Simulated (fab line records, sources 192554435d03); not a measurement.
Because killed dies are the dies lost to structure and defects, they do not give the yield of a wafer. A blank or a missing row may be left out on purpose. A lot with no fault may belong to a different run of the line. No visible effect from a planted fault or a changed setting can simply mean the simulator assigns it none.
Split-lot experiment / flow n5-finfet / 21 wafers read from 7 lots, route of 1938 steps

## ON THE SPLIT
At N5_BEOL_M0_SAQP_ETCH_88 (etches underlayer in N2/H2, target depth 6.5 nm, time 5.2 s), the setting source-w was moved away from the recipe's 840 W on 5 of the 21 wafers read, by -15.8% to +15.7%. All remaining wafers had this setting at the recipe value.

Reading taken at the split's own step.

## THE READING
rf-vpp-V, in V, at N5_BEOL_M0_SAQP_ETCH_88 (etches underlayer in N2/H2, target depth 6.5 nm, time 5.2 s). On this fab line, fault-free wafers typically give 524.1 V with a standard deviation of 2.8 V.

wafer=L076.2; tool, chamber at the split=rie-diel-01, 2; source-w as run, W=840; against the recipe=recipe; rf-vpp-V, V=527.8; against lot-mates on the recipe=-
wafer=L076.5; tool, chamber at the split=rie-diel-01, 2; source-w as run, W=840; against the recipe=recipe; rf-vpp-V, V=527.7; against lot-mates on the recipe=-
wafer=L076.6; tool, chamber at the split=rie-diel-01, 3; source-w as run, W=840; against the recipe=recipe; rf-vpp-V, V=520.6; against lot-mates on the recipe=-
wafer=L080.1; tool, chamber at the split=rie-diel-05, 3; source-w as run, W=840; against the recipe=recipe; rf-vpp-V, V=525.8; against lot-mates on the recipe=-
wafer=L080.3; tool, chamber at the split=rie-diel-05, 2; source-w as run, W=840; against the recipe=recipe; rf-vpp-V, V=527.0; against lot-mates on the recipe=-
wafer=L080.6; tool, chamber at the split=rie-diel-05, 1; source-w as run, W=840; against the recipe=recipe; rf-vpp-V, V=522.7; against lot-mates on the recipe=-
wafer=L079.1; tool, chamber at the split=rie-diel-05, 3; source-w as run, W=840; against the recipe=recipe; rf-vpp-V, V=525.1; against lot-mates on the recipe=-
wafer=L079.2; tool, chamber at the split=rie-diel-05, 0; source-w as run, W=972.2; against the recipe=+15.7%; rf-vpp-V, V=503.7; against lot-mates on the recipe=-22.0
wafer=L079.3; tool, chamber at the split=rie-diel-05, 2; source-w as run, W=840; against the recipe=recipe; rf-vpp-V, V=526.2; against lot-mates on the recipe=-
wafer=L083.4; tool, chamber at the split=rie-diel-05, 0; source-w as run, W=840; against the recipe=recipe; rf-vpp-V, V=526.1; against lot-mates on the recipe=-
wafer=L083.5; tool, chamber at the split=rie-diel-05, 0; source-w as run, W=968.1; against the recipe=+15.3%; rf-vpp-V, V=505.8; against lot-mates on the recipe=-17.8
wafer=L083.6; tool, chamber at the split=rie-diel-05, 1; source-w as run, W=840; against the recipe=recipe; rf-vpp-V, V=521.1; against lot-mates on the recipe=-
wafer=L086.2; tool, chamber at the split=rie-diel-01, 3; source-w as run, W=911.2; against the recipe=+8.5%; rf-vpp-V, V=504.8; against lot-mates on the recipe=-23.8
wafer=L086.3; tool, chamber at the split=rie-diel-01, 2; source-w as run, W=840; against the recipe=recipe; rf-vpp-V, V=528.6; against lot-mates on the recipe=-
wafer=L086.4; tool, chamber at the split=rie-diel-01, 0; source-w as run, W=911.2; against the recipe=+8.5%; rf-vpp-V, V=506.3; against lot-mates on the recipe=-22.3
wafer=L091.1; tool, chamber at the split=rie-diel-02, 3; source-w as run, W=840; against the recipe=recipe; rf-vpp-V, V=519.9; against lot-mates on the recipe=-
wafer=L091.2; tool, chamber at the split=rie-diel-02, 0; source-w as run, W=707.3; against the recipe=-15.8%; rf-vpp-V, V=554.3; against lot-mates on the recipe=+31.9
wafer=L091.3; tool, chamber at the split=rie-diel-02, 1; source-w as run, W=840; against the recipe=recipe; rf-vpp-V, V=524.9; against lot-mates on the recipe=-
wafer=L092.3; tool, chamber at the split=rie-diel-05, 2; source-w as run, W=840; against the recipe=recipe; rf-vpp-V, V=526.4; against lot-mates on the recipe=-
wafer=L092.4; tool, chamber at the split=rie-diel-05, 1; source-w as run, W=840; against the recipe=recipe; rf-vpp-V, V=519.8; against lot-mates on the recipe=-
wafer=L092.5; tool, chamber at the split=rie-diel-05, 2; source-w as run, W=840; against the recipe=recipe; rf-vpp-V, V=526.4; against lot-mates on the recipe=-

FIT RESULTS
A straight line over all 21 wafers: rf-vpp-V changes by -1.62 V for each +1% of source-w; r = -0.94; the points scatter about the line by 3.7 V.
The same after taking each lot's own level away (the mean of its wafers on the recipe; 21 wafers): -1.73 V for each +1%; r = -0.93; scatter 4.4 V.
The reading moves by 27 V for the largest change in source-w, on that fit.
From 522.40 to 528.60 V: that is the span of the lots' own levels, equal to 2.2 times the standard deviation above.
Consequently the slope shifts little with the lot-to-lot level, the two slopes agreeing.
Check: for one of the wafers moved furthest among these (-15.8%), held out of the fit, the line's prediction against its lot-mates is +24.4 V. Against them it came out at +31.9 V.
Tool readings at the split's step, against how far the setting was moved: etch-rf-on-time-s r = -0.92; rf-vpp-V r = -0.94.

## FURTHER SPLITS ON THESE WAFERS
These wafers also went through other splits before the reading. Each is held against what the fit with the lots' levels taken away leaves over:
other split on the same wafers=N5_SD_EPI_P_COAT_03 spin-rpm; wafers away from the commonest value=8; r with rf-vpp-V (lot level and that fit taken away)=-0.07
other split on the same wafers=N5_SDB_COAT_03 spin-rpm; wafers away from the commonest value=6; r with rf-vpp-V (lot level and that fit taken away)=-0.02
other split on the same wafers=N5_GATE_CUT_ETCH_56 icp-w; wafers away from the commonest value=5; r with rf-vpp-V (lot level and that fit taken away)=+0.36
other split on the same wafers=N5_GATE_CUT_ALD_22 ald-cycles; wafers away from the commonest value=8; r with rf-vpp-V (lot level and that fit taken away)=+0.07
other split on the same wafers=N5_MOL_CONTACT_COAG_VIA_ETCH_46 bias-w; wafers away from the commonest value=9; r with rf-vpp-V (lot level and that fit taken away)=-0.07
other split on the same wafers=N5_BEOL_M0_SAQP_MANDREL_ETCH_20 icp-w; wafers away from the commonest value=10; r with rf-vpp-V (lot level and that fit taken away)=+0.06

## THE WHOLE CHAIN: every reading that the file lists as answering this split, in the file's order
step=N5_BEOL_M0_SAQP_ETCH_88; what it does=etches underlayer in N2/H2, target depth 6.5 nm, time 5.2 s; reading=etch-rf-on-time-s; change (the file's fit)=withheld for each +1% of the setting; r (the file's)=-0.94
step=N5_BEOL_M0_SAQP_ETCH_88; what it does=etches underlayer in N2/H2, target depth 6.5 nm, time 5.2 s; reading=rf-vpp-V; change (the file's fit)=-1.64 V for each +1% of the setting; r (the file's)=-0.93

## THE FILE'S OWN FIT
rf-vpp-V changes by -1.64 V for each +1% of source-w, r = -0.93.
